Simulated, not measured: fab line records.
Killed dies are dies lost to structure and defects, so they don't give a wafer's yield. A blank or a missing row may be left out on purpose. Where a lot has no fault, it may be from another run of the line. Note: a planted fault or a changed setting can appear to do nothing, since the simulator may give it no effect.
Matching of chambers :: flow n5-finfet :: N5_BEOL_M12_CMP_49 on cmp-01: 4 sister chambers
The step polishes, stops on SiOC, t overpolish 20.6 s, target thk 320 nm. 8 wafers are shown with their chamber, then 9 later ones without.

== WAFERS PAIRED WITH THEIR CHAMBERS ==
wafer: L078.5
chamber: 1
motor-current-A (A): 5.0
slurry-flow-ml-min: 150.5

wafer: L080.2
chamber: 1
motor-current-A (A): 5.3
slurry-flow-ml-min: 149.9

wafer: L080.5
chamber: 3
motor-current-A (A): 5.6
slurry-flow-ml-min: 149.9

wafer: L085.3
chamber: 3
motor-current-A (A): 5.3
slurry-flow-ml-min: 149.7

wafer: L085.4
chamber: 0
motor-current-A (A): 7.0
slurry-flow-ml-min: 148.9

wafer: L088.1
chamber: 2
motor-current-A (A): 6.9
slurry-flow-ml-min: 149.0

wafer: L088.2
chamber: 0
motor-current-A (A): 7.1
slurry-flow-ml-min: 149.7

wafer: L088.5
chamber: 2
motor-current-A (A): 7.3
slurry-flow-ml-min: 148.5

== WAFERS WHOSE CHAMBER IS MISSING ==
wafer: L094.2
motor-current-A (A): 7.1
slurry-flow-ml-min: 150.3

wafer: L094.3
motor-current-A (A): 5.2
slurry-flow-ml-min: 150.0

wafer: L094.5
motor-current-A (A): 7.5
slurry-flow-ml-min: 149.7

wafer: L097.3
motor-current-A (A): 5.4
slurry-flow-ml-min: 150.6

wafer: L097.5
motor-current-A (A): 7.4
slurry-flow-ml-min: 150.4

wafer: L097.6
motor-current-A (A): 5.7
slurry-flow-ml-min: 150.8

wafer: L096.2
motor-current-A (A): 6.8
slurry-flow-ml-min: 150.3

wafer: L096.4
motor-current-A (A): 5.5
slurry-flow-ml-min: 150.0

wafer: L096.5
motor-current-A (A): 7.3
slurry-flow-ml-min: 149.9

== WHICH CHAMBER EACH ONE RAN IN ==
wafer: L094.2
from the rows above: can't be placed: 0 or 2
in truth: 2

wafer: L094.3
from the rows above: can't be placed: 1 or 3
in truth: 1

wafer: L094.5
from the rows above: can't be placed: 0 or 2
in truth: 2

wafer: L097.3
from the rows above: can't be placed: 1 or 3
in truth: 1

wafer: L097.5
from the rows above: can't be placed: 0 or 2
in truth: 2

wafer: L097.6
from the rows above: can't be placed: 3 or 1
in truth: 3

wafer: L096.2
from the rows above: can't be placed: 0 or 2
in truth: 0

wafer: L096.4
from the rows above: can't be placed: 3 or 1
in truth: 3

wafer: L096.5
from the rows above: can't be placed: 0 or 2
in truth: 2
Correct placement for 0 of the 9. Can't be placed from these rows: 9 (the true chamber is among the candidates in 9). Placed wrongly: 0.
How it was worked out, from the rows above alone: a wafer's distance from a chamber is the root of the sum, over the readings, of the square of ((its reading less the chamber's mean) divided by the reading's scatter). If the next closest chamber is less than 2 further off than the closest, the wafer can't be placed; otherwise it belongs to the closest. Each chamber's mean is taken over the wafers shown for it. The scatter: take each reading less its chamber's mean, square it, sum over the shown wafers, divide by the number of wafers less the number of chambers, and take the root.
